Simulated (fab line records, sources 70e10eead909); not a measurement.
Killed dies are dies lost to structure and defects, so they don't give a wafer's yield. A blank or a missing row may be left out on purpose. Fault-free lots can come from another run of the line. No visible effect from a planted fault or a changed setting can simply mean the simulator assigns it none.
Matching of chambers + flow nandHarc + NHARC_A_CONTACT_ETCH_91 on rieDiel-07: 4 sister chambers
The step etches the open film in CH3F/O2, target depth 40 nm, time 85.7 s. 20 wafers are shown with their chamber, then 10 later ones without.

## WAFERS WITH THEIR CHAMBER
| wafer  | chamber | showerheadPlenumPTorr (Torr) | drypumpMotorCurrentA (A) | rfVppV (V) |
|--------|---------|------------------------------|--------------------------|------------|
| L075.2 | 3       | 2.58                         | 5.6                      | 247.3      |
| L075.5 | 2       | 2.49                         | 6.1                      | 245.1      |
| L075.6 | 1       | 2.55                         | 5.9                      | 245.9      |
| L079.1 | 0       | 2.34                         | 6.3                      | 242.0      |
| L079.3 | 3       | 2.58                         | 5.6                      | 247.0      |
| L079.5 | 3       | 2.58                         | 5.6                      | 244.9      |
| L085.2 | 3       | 2.58                         | 5.6                      | 245.8      |
| L085.3 | 1       | 2.54                         | 5.9                      | 245.2      |
| L085.4 | 0       | 2.34                         | 6.3                      | 241.0      |
| L082.2 | 2       | 2.49                         | 6.1                      | 243.1      |
| L082.4 | 0       | 2.34                         | 6.3                      | 242.3      |
| L082.6 | 0       | 2.34                         | 6.3                      | 242.7      |
| L086.2 | 0       | 2.34                         | 6.3                      | 242.9      |
| L086.4 | 2       | 2.49                         | 6.1                      | 245.2      |
| L086.5 | 2       | 2.49                         | 6.1                      | 245.8      |
| L093.2 | 3       | 2.57                         | 5.6                      | 245.7      |
| L093.3 | 1       | 2.54                         | 5.9                      | 244.4      |
| L093.5 | 2       | 2.48                         | 6.0                      | 244.3      |
| L091.1 | 0       | 2.34                         | 6.3                      | 242.8      |
| L091.3 | 3       | 2.57                         | 5.6                      | 246.2      |

SIGNATURES, as means of the wafers listed above
| reading               | chamber 0 | chamber 1 | chamber 2 | chamber 3 | scatter within a chamber |
|-----------------------|-----------|-----------|-----------|-----------|--------------------------|
| showerheadPlenumPTorr | 2.3400    | 2.5433    | 2.4880    | 2.5767    | 0.00418                  |
| drypumpMotorCurrentA  | 6.300     | 5.900     | 6.080     | 5.600     | 0.0224                   |
| rfVppV                | 242.283   | 245.167   | 244.700   | 246.150   | 0.864                    |
Rule: a wafer lies at a distance from a chamber equal to the root of the sum of squares, over the readings, of (its reading less the chamber's mean, divided by the reading's scatter). If the next closest chamber is less than 2 further off than the closest, the wafer can't be placed; otherwise it belongs to the closest. How the scatter is found: for the shown wafers, subtract from each reading the mean of its chamber, square and add these, divide the total by (wafers less chambers), then take the root.

## WAFERS WITHOUT THEIR CHAMBER
| wafer  | showerheadPlenumPTorr (Torr) | drypumpMotorCurrentA (A) | rfVppV (V) |
|--------|------------------------------|--------------------------|------------|
| L091.5 | 2.54                         | 5.9                      | 245.6      |
| L095.1 | 2.48                         | 6.1                      | 243.2      |
| L095.4 | 2.54                         | 5.9                      | 244.3      |
| L095.5 | 2.54                         | 5.9                      | 244.4      |
| L097.3 | 2.54                         | 5.9                      | 245.4      |
| L097.4 | 2.33                         | 6.3                      | 243.6      |
| L097.6 | 2.54                         | 5.9                      | 245.9      |
| L096.2 | 2.48                         | 6.1                      | 244.5      |
| L096.3 | 2.33                         | 6.3                      | 242.3      |
| L096.6 | 2.57                         | 5.6                      | 246.5      |

## WHICH CHAMBER EACH ONE RAN IN
| wafer  | from the rows above | in truth |
|--------|---------------------|----------|
| L091.5 | 1                   | 1        |
| L095.1 | 2                   | 2        |
| L095.4 | 1                   | 1        |
| L095.5 | 1                   | 1        |
| L097.3 | 1                   | 1        |
| L097.4 | 0                   | 0        |
| L097.6 | 1                   | 1        |
| L096.2 | 2                   | 2        |
| L096.3 | 0                   | 0        |
| L096.6 | 3                   | 3        |
Placed correctly: 10 of 10. Left unplaced by these rows: 0. 0 placed wrongly.
